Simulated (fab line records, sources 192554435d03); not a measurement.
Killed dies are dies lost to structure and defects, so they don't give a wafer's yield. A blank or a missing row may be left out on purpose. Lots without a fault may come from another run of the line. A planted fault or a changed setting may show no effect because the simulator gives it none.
Split-lot experiment | flow n5_finfet | 7 lots, 21 wafers read, on a route of 1938 steps

THE SPLIT
At N5_BEOL_M0_SAQP_PECVD_04 (deposits a-Si from SiH4/He, target thk 60 nm, time 60.2 s), the setting time_s was moved away from the recipe's 60.2 s on 10 of the 21 wafers read, by -11.1% to +8.8%. The other wafers ran this setting at the recipe's value.

FROM THE SPLIT TO THE READING: what the file shows between them, 4 steps
- N5_BEOL_M0_SAQP_THK_MEAS_05
- N5_BEOL_M0_SAQP_DEVELOP_13: develop time 30 s (also split here: develop_time_s)
- N5_BEOL_M0_SAQP_HM_OPEN_112: chemistry CHF3/O2, target SiO2, stops on a-Si, target depth 12 nm, time 13.5 s
- N5_BEOL_M0_SAQP_STRIP_113: strips in CHF3/O2

THE READING
oes_product_au, in a.u., at N5_BEOL_M0_SAQP_MANDREL_ETCH_20 (etches a-Si in HBr/Cl2, stops on SiNx, target depth 60 nm, bt time 10 s, time 30 s). Fault-free wafers of this fab line usually give 0.778 a.u., standard deviation 0.014 a.u..

wafer  | tool, chamber at the split | time_s as run, s | against the recipe | oes_product_au, a.u. | against lot-mates on the recipe
L074.1 | pecvd-02, 1                | 60.2             | recipe             | 0.785                | -
L074.3 | pecvd-02, 2                | 60.2             | recipe             | 0.780                | -
L074.5 | pecvd-02, 1                | 53.53            | -11.1%             | 0.715                | -0.068
L075.3 | pecvd-03, 2                | 60.2             | recipe             | 0.769                | -
L075.4 | pecvd-03, 2                | 60.2             | recipe             | 0.776                | -
L075.5 | pecvd-03, 0                | 60.2             | recipe             | 0.759                | -
L079.2 | pecvd-04, 0                | 54.69            | -9.2%              | 0.741                | -0.042
L079.4 | pecvd-04, 2                | 60.2             | recipe             | 0.783                | -
L079.6 | pecvd-04, 0                | 54.69            | -9.2%              | 0.739                | -0.044
L082.2 | pecvd-03, 0                | 60.2             | recipe             | 0.771                | -
L082.5 | pecvd-03, 1                | 57.64            | -4.3%              | 0.764                | -0.007
L082.6 | pecvd-03, 0                | 57.64            | -4.3%              | 0.744                | -0.027
L086.2 | pecvd-04, 0                | 60.2             | recipe             | 0.764                | -
L086.4 | pecvd-04, 2                | 62.82            | +4.4%              | 0.808                | +0.044
L086.6 | pecvd-04, 1                | 62.82            | +4.4%              | 0.795                | +0.031
L091.1 | pecvd-03, 1                | 60.2             | recipe             | 0.750                | -
L091.3 | pecvd-03, 2                | 60.2             | recipe             | 0.769                | -
L091.4 | pecvd-03, 1                | 60.2             | recipe             | 0.766                | -
L092.2 | pecvd-04, 1                | 65.47            | +8.8%              | 0.805                | no lot-mate on the recipe
L092.3 | pecvd-04, 2                | 65.47            | +8.8%              | 0.803                | no lot-mate on the recipe
L092.6 | pecvd-04, 1                | 65.47            | +8.8%              | 0.810                | no lot-mate on the recipe

THE FIT
A straight line over all 21 wafers: oes_product_au changes by +0.00424 a.u. for each +1% of time_s; r = +0.92; the points scatter about the line by 0.01 a.u..
The same after taking each lot's own level away (the mean of its wafers on the recipe; 18 wafers): +0.00575 a.u. for each +1%; r = +0.95; scatter 0.0083 a.u..
On that fit, the largest move of time_s shifts the reading by 0.064 a.u..
The lots' own levels span 0.7617 to 0.7830 a.u., that is 1.5 times the standard deviation above.
So the lot-to-lot level changes the slope: the two fits differ.
Check: with one of the wafers moved furthest among these (-11.1%) left out of the fit, the line predicts -0.0572 a.u. for it against its lot-mates. It came out at -0.0675 a.u. against them.

OTHER SPLITS ON THESE WAFERS
These wafers also went through other splits before the reading. Each is held against what the fit with the lots' levels taken away leaves over:
other split on the same wafers            | wafers away from the commonest value | r with oes_product_au (lot level and that fit taken away)
N5_GATE_CUT_EXPOSE_10 dose_mj             | 10                                   | +0.11
N5_GATE_CUT_ETCH_36 cf4_flow_sccm         | 5                                    | +0.28
N5_MOL_CONTACT_COAG_EXPOSE_05 dose_mj     | 5                                    | -0.01
N5_MOL_CONTACT_COAG_ETCH_105 bias_w       | 4                                    | +0.30
N5_MOL_CONTACT_COAG_EXPOSE_37 dose_mj     | 8                                    | +0.20
N5_BEOL_M0_SAQP_DEVELOP_13 develop_time_s | 6                                    | +0.47

THE WHOLE CHAIN: every reading that the file lists as answering this split, in the file's order
step                            | what it does                                                                       | reading                                                                               | change (the file's fit)                   | r (the file's)
N5_BEOL_M0_SAQP_PECVD_04        | deposits a-Si from SiH4/He, target thk 60 nm, time 60.2 s                          | a-Si_of_BEOL_M0_SAQP_PECVD_04.thk_nm (the simulator's own value, which no gauge read) | +0.587 nm for each +1% of the setting     | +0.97
N5_BEOL_M0_SAQP_THK_MEAS_05     |                                                                                    | thk_nm                                                                                | withheld for each +1% of the setting      | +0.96
N5_BEOL_M0_SAQP_MANDREL_ETCH_20 | etches a-Si in HBr/Cl2, stops on SiNx, target depth 60 nm, bt time 10 s, time 30 s | oes_product_au                                                                        | +0.00568 a.u. for each +1% of the setting | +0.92
N5_BEOL_M0_SAQP_MANDREL_ETCH_20 | etches a-Si in HBr/Cl2, stops on SiNx, target depth 60 nm, bt time 10 s, time 30 s | etch.depth_nm (the simulator's own value, which no gauge read)                        | +0.588 nm for each +1% of the setting     | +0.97

THE FILE'S OWN FIT
oes_product_au changes by +0.00568 a.u. for each +1% of time_s, r = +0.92.
